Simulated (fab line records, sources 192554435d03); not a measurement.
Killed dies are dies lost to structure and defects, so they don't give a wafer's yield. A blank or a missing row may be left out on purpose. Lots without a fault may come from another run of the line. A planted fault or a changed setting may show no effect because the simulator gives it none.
A struck lot beside a sound one | flow n5_finfet | 37 steps out of a route of 1938
Sound: wafers L268.2, L268.3, L268.5. Struck: wafer L276.6. (L276.1 of the same lot was not struck and is left out.) The cause comes at the end.
At each step with rows: each side's tool, then ch and its chambers, then its first start. Under that, the readings that differ: sound wafers | struck wafers | difference of the means | sigmas: that difference in standard deviations of wafers without a fault.
alike: readings whose means differ by less than 2 such deviations, and words and numbers that are the same on both sides. not compared: withheld readings, readings that some wafer has no value for, bounds like >300 that may hide the same value, and numbers for which the record gives no deviation and whose values overlap.
The two part at a step that has a row with sigmas, a row that says differs or no value, or rows on one side only. Numbers that don't overlap but have no deviation are shown without sigmas and don't part them. A reading that every wafer of one side lacks parts them only if that side has two wafers or more.

first, 9 steps without rows for these wafers: N5_BEOL_M4_ANNEAL_95 (time 240 s); N5_BEOL_M4_SPUTTER_96 (material Cu, target thk 4.5 nm, time 8.29 s); N5_BEOL_M4_ECD_50 (material Cu, target thk 300 nm); N5_BEOL_M4_ANNEAL_51 (time 90 s); N5_BEOL_M4_CMP_52 (polishes, stops on SiOC, t overpolish 6.8 s, target thk 40 nm); N5_BEOL_M4_PRE_CLEAN_60 (time 15 s); N5_BEOL_M4_CO_CAP_55 (material Co, precursor CCTBA/H2, target thk 2 nm, time 102.1 s); N5_BEOL_M4_PRE_CLEAN_56 (time 15 s); N5_BEOL_M4_DEP_57 (deposits SiCN from 3MS/NH3, target thk 8 nm, time 14 s).
N5_BEOL_M4_RC_MEAS_101:
  sound on prober-02 ch 0, day 8 14:30; struck on prober-01 ch 0, day 10 20:01
  alike: DIBL_N, DIBL_P, IOFF_N, IOFF_P, ION_N, ION_P, SS_N, SS_P, VT_N, VT_P
then, 24 steps without rows for these wafers: N5_BEOL_M5_ILD_DEP_00 (deposits SiCOH lowk from DEMS/porogen, target thk 140.64 nm, time 25.9 s); N5_BEOL_M5_CURE_79 (cures SiCOH lowk, time 240 s); N5_BEOL_M5_PECVD_70 (deposits SiO2 from TEOS/O2, target thk 16 nm, time 18 s); N5_BEOL_M5_HM_DEP_02 (deposits TiN, target thk 20 nm); N5_BEOL_M5_COAT_59 (time 60 s, resist thk 60 nm); N5_BEOL_M5_COAT_60 (time 60 s, resist thk 12 nm); N5_BEOL_M5_COAT_71 (time 60 s, resist thk 5 nm); N5_BEOL_M5_COAT_05 (resist thk 30 nm); N5_BEOL_M5_EBR_07; N5_BEOL_M5_SOFTBAKE_06 (time 60 s); N5_BEOL_M5_EXPOSE_08 (exposes mask M5, target cd 28 nm); N5_BEOL_M5_PEB_09 (peb time 60 s); N5_BEOL_M5_DEVELOP_10 (develop time 30 s); N5_BEOL_M5_DESCUM_16 (chemistry O2, time 7 s); N5_BEOL_M5_ETCH_72 (etches underlayer in N2/H2, target depth 6.5 nm, time 5.2 s); N5_BEOL_M5_ETCH_61 (etches SiARC in CF4, target depth 15.6 nm, time 26 s); N5_BEOL_M5_ETCH_62 (etches SOC in N2/H2, target depth 75 nm, overetch 15 nm, time 112.5 s); N5_BEOL_M5_STRIP_63 (strips in N2/H2); N5_BEOL_M5_STRIP_73 (strips in N2/H2); N5_BEOL_M5_STRIP_64 (strips in CF4); N5_BEOL_M5_HM_OPEN_17 (chemistry Cl2/BCl3, target TiN, target depth 20 nm, overetch 6 nm); N5_BEOL_M5_STRIP_19 (strips in O2); N5_BEOL_M5_COAT_65 (time 60 s, resist thk 60 nm); N5_BEOL_M5_COAT_66 (time 60 s, resist thk 12 nm).
-- the record jumps here: 2 days lie between the struck wafers' starts before and after (it left off in module BEOL_M5 and takes up again in module BEOL_M11, whose first step shown is number 1566 of the route) --
N5_BEOL_M11_PEB_26: peb time 60 s.
  sound on litho_track-01 ch 0, day 11 04:23; struck on litho_track-01 ch 0, day 13 06:14
N5_BEOL_M11_CD_MEAS_28: target cd 70 nm.
  sound on cd_sem-02 ch 0, day 11 04:27; struck on cd_sem-02 ch 0, day 13 06:19
  reading    | sound          | struck | difference | sigmas
  cd_nm (nm) | 71.2 71.2 69.9 | 60.1   | -10.7      | -12
N5_PASSIVATION_PROBE_49:
  sound on prober-01, day 12 19:17; struck on prober-01, day 14 22:16
  reading                  | sound          | struck | difference | sigmas
  defect_limited_yield (%) | 92.1 92.1 90.8 | 82.2   | -9.5       | -7
  killed_at_M4_up          | 18 11 28       | 138    | +119       | +20
  killed_dies              | 93 93 108      | 210    | +112       | +7
  killed_on_rim            | 13 14 17       | 32     | +17        | +4
  sort_bin_5_function (%)  | 4.4 4.5 4.8    | 14.6   | +10.0      | +11
  sort_n_pass              | 1087 1087 1072 | 970    | -112       | -7
  alike: killed_at_M0_to_M3, killed_at_contacts, killed_at_front_end, killed_at_other, killed_open, killed_short, sort_bin_6_memory, sort_bin_8_speed

WHERE THEY PART
First at N5_BEOL_M11_CD_MEAS_28; last, within this record, at N5_PASSIVATION_PROBE_49.

WHY: what the simulator had put in
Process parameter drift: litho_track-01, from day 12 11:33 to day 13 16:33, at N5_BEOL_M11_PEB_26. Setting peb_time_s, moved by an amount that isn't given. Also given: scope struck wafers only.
